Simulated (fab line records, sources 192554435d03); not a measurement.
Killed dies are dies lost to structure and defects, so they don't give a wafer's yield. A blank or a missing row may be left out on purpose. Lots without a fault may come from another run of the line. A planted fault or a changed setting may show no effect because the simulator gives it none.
Which tool did it? | flow n5_finfet | 11 lots, 33 wafers sampled, at 6 steps of a route of 1938

WHAT THE GAUGES READ, wafer by wafer
The record holds no reading of a measuring or inspecting step that can be judged against a usual standard deviation.

WHICH TOOL RAN EACH LOT (tool, then ch and the chambers of the sampled wafers, then the start)
lot  | N5_BEOL_M10_STRIP_77                          | N5_BEOL_M10_PRE_CLEAN_45     | N5_BEOL_M10_SURFACE_TREAT_76 | N5_BEOL_M10_ECD_50             | N5_BEOL_M10_CMP_52            | N5_PASSIVATION_PROBE_49
L283 | rie_diel-04 ch 0,2, day 10 23:45 or earlier   | pvd_sputter-02, day 10 23:45 | pvd_sputter-02, day 11 00:09 | ecd_cu-02 ch 0,1, day 11 00:29 | cmp-01 ch 1,3, day 11 00:54   | -
L282 | rie_diel-01 ch 0,2,3, day 10 23:58 or earlier | pvd_sputter-01, day 10 23:58 | pvd_sputter-03, day 11 00:19 | ecd_cu-01 ch 0,1, day 11 00:41 | cmp-01 ch 0,1,3, day 11 01:17 | -
L284 | rie_diel-01 ch 0,1,3, day 11 07:52 or earlier | pvd_sputter-02, day 11 07:52 | pvd_sputter-03, day 11 08:14 | ecd_cu-02 ch 0,1, day 11 08:35 | cmp-04 ch 1,2, day 11 09:01   | -
L285 | rie_diel-02 ch 0,3, day 12 06:36 or earlier   | pvd_sputter-03, day 12 06:36 | pvd_sputter-03, day 12 07:02 | ecd_cu-02 ch 0,1, day 12 07:41 | cmp-04 ch 1,2,3, day 12 08:11 | -
L286 | rie_diel-04 ch 1,3, day 12 09:02 or earlier   | pvd_sputter-03, day 12 09:02 | pvd_sputter-02, day 12 09:26 | ecd_cu-02 ch 0,1, day 12 10:05 | cmp-04 ch 1,2,3, day 12 10:42 | -
L290 | rie_diel-02 ch 0,2, day 13 03:02 or earlier   | pvd_sputter-02, day 13 03:02 | pvd_sputter-03, day 13 03:27 | ecd_cu-02 ch 0,1, day 13 03:48 | cmp-01 ch 0,2, day 13 05:08   | -
L293 | rie_diel-04 ch 1,2, day 13 09:41 or earlier   | pvd_sputter-02, day 13 09:41 | pvd_sputter-02, day 13 11:40 | ecd_cu-01 ch 0,1, day 13 12:11 | cmp-04 ch 0,1, day 13 12:48   | -
L296 | rie_diel-04 ch 0,2, day 14 17:52 or earlier   | pvd_sputter-02, day 14 17:52 | pvd_sputter-01, day 14 18:25 | ecd_cu-01 ch 0,1, day 14 18:49 | cmp-02 ch 0,1,3, day 14 19:14 | -
L297 | rie_diel-01 ch 1,2,3, day 14 19:04 or earlier | pvd_sputter-02, day 14 19:04 | pvd_sputter-01, day 14 19:25 | ecd_cu-01 ch 0,1, day 14 19:49 | cmp-01 ch 0,1,3, day 14 20:13 | -
L303 | rie_diel-04 ch 0,1,2, day 15 22:22 or earlier | pvd_sputter-03, day 15 22:22 | pvd_sputter-03, day 15 22:44 | ecd_cu-02 ch 0,1, day 15 23:13 | cmp-04 ch 1,2, day 15 23:37   | -
L302 | rie_diel-01 ch 0,1,3, day 15 22:41 or earlier | pvd_sputter-03, day 15 22:41 | pvd_sputter-01, day 15 23:10 | ecd_cu-01 ch 0,1, day 15 23:35 | cmp-01 ch 1,2, day 16 00:32   | prober-01, day 18 10:46
- N5_BEOL_M10_STRIP_77: strips in N2/H2, time 10 s.
- N5_BEOL_M10_PRE_CLEAN_45: time 30 s.
- N5_BEOL_M10_SURFACE_TREAT_76
- N5_BEOL_M10_ECD_50: material Cu, target thk 318 nm.
- N5_BEOL_M10_CMP_52: polishes, stops on SiCOH lowk, t overpolish 7 s, target thk 140 nm.
- N5_PASSIVATION_PROBE_49

WHAT THE TOOLS THEMSELVES READ (means of the sampled wafers that have a number; where no wafer has one, the mark that the record gives instead)
N5_BEOL_M10_STRIP_77.
lot  | tool        | drypump_motor_current_A (A) | n2_flow_sccm (sccm) | oes_product_au (a.u.) | rf_vpp_V (V) | showerhead_plenum_p_Torr (Torr) | throttle_valve_pct (%)
L283 | rie_diel-04 | 5.7                         | 199.5               | 0.86                  | 59.0         | 2.62                            | 23.50
L282 | rie_diel-01 | 5.4                         | 200.1               | 0.80                  | 59.5         | 2.63                            | 23.69
L284 | rie_diel-01 | 5.0                         | 200.1               | 0.83                  | 59.7         | 2.56                            | 23.59
L285 | rie_diel-02 | 5.4                         | 199.9               | 0.78                  | 59.1         | 2.54                            | 23.48
L286 | rie_diel-04 | 6.2                         | 200.3               | 0.70                  | 58.9         | 2.57                            | 23.71
L290 | rie_diel-02 | 5.7                         | 200.1               | 0.88                  | 59.6         | 2.64                            | 23.69
L293 | rie_diel-04 | 6.0                         | 199.5               | 0.75                  | 58.3         | 2.50                            | 23.29
L296 | rie_diel-04 | 5.7                         | 200.5               | 0.81                  | 58.2         | 2.61                            | 23.55
L297 | rie_diel-01 | 5.5                         | 200.0               | 0.84                  | 58.2         | 2.61                            | 23.66
L303 | rie_diel-04 | 6.0                         | 199.9               | 0.84                  | 60.1         | 2.57                            | 23.41
L302 | rie_diel-01 | 5.0                         | 200.5               | 0.78                  | 59.2         | 2.54                            | 23.65

N5_BEOL_M10_PRE_CLEAN_45.
lot  | tool           | heater_power_w (W)
L283 | pvd_sputter-02 | 367
L282 | pvd_sputter-01 | 358
L284 | pvd_sputter-02 | 325
L285 | pvd_sputter-03 | 339
L286 | pvd_sputter-03 | 343
L290 | pvd_sputter-02 | 375
L293 | pvd_sputter-02 | 308
L296 | pvd_sputter-02 | 334
L297 | pvd_sputter-02 | 302
L303 | pvd_sputter-03 | 358
L302 | pvd_sputter-03 | 317

N5_BEOL_M10_CMP_52.
lot  | tool   | motor_current_A (A) | slurry_flow_ml_min | time_to_endpoint_s (s)
L283 | cmp-01 | 6.2                 | 149.7              | 72
L282 | cmp-01 | 6.7                 | 150.0              | 64
L284 | cmp-04 | 6.2                 | 149.7              | 65
L285 | cmp-04 | 6.1                 | 150.2              | 68
L286 | cmp-04 | 6.0                 | 150.0              | 52
L290 | cmp-01 | 6.8                 | 150.0              | 49
L293 | cmp-04 | 6.6                 | 150.2              | 65
L296 | cmp-02 | 5.9                 | 150.5              | 67
L297 | cmp-01 | 6.6                 | 150.1              | 68
L303 | cmp-04 | 5.8                 | 149.6              | 66
L302 | cmp-01 | 6.1                 | 149.9              | 68

N5_PASSIVATION_PROBE_49.
lot  | tool      | defect_limited_yield (%) | killed_at_M0_to_M3 | killed_at_M4_up | killed_at_contacts | killed_at_front_end | killed_at_other | killed_dies | killed_open | killed_short | sort_bin_5_function (%) | sort_bin_6_memory (%) | sort_bin_8_speed (%) | sort_n_pass
L302 | prober-01 | 93.1                     | 26                 | 10              | 10                 | 32                  | 3.0             | 82          | 53          | 26           | 4.0                     | 2.5                   | 0.00                 | 1098

THE ANSWER, worked out from the rows above alone
Rule: what is usual is taken from the lots themselves. Put in order of their means at a reading, lots are off if they are a third of the lots or fewer, leave a main group of 4 or more, and stand apart from it by a gap of 3 or more times the standard deviation of the main group's means; of several such gaps the widest counts. A main group whose means are all the same, to the digits that the tables above print for the reading, isn't used. A lot without any number at a reading at which 4 lots or more have one is off too. The other lots that the step has rows for count as sound. The gauges are gone through in route order, then the tools' own readings, and for those a lot's mean is taken as printed above. The first step at which some lot is off is used, and at that step the reading that is off furthest; a lot without a number counts as furthest.
Off: L286, L290, at N5_BEOL_M10_CMP_52 (time_to_endpoint_s). The main group: mean 67 s, standard deviation 2.3.
A tool fits if, at that step or a process step before it, it ran every lot that is off, and no sound lot after the first of them. N5_BEOL_M10_STRIP_77 gives no start for some lots, so the hours and the order of its lots are those of N5_BEOL_M10_PRE_CLEAN_45. None of those tried fits.

WHAT THE SIMULATOR HAD PUT IN
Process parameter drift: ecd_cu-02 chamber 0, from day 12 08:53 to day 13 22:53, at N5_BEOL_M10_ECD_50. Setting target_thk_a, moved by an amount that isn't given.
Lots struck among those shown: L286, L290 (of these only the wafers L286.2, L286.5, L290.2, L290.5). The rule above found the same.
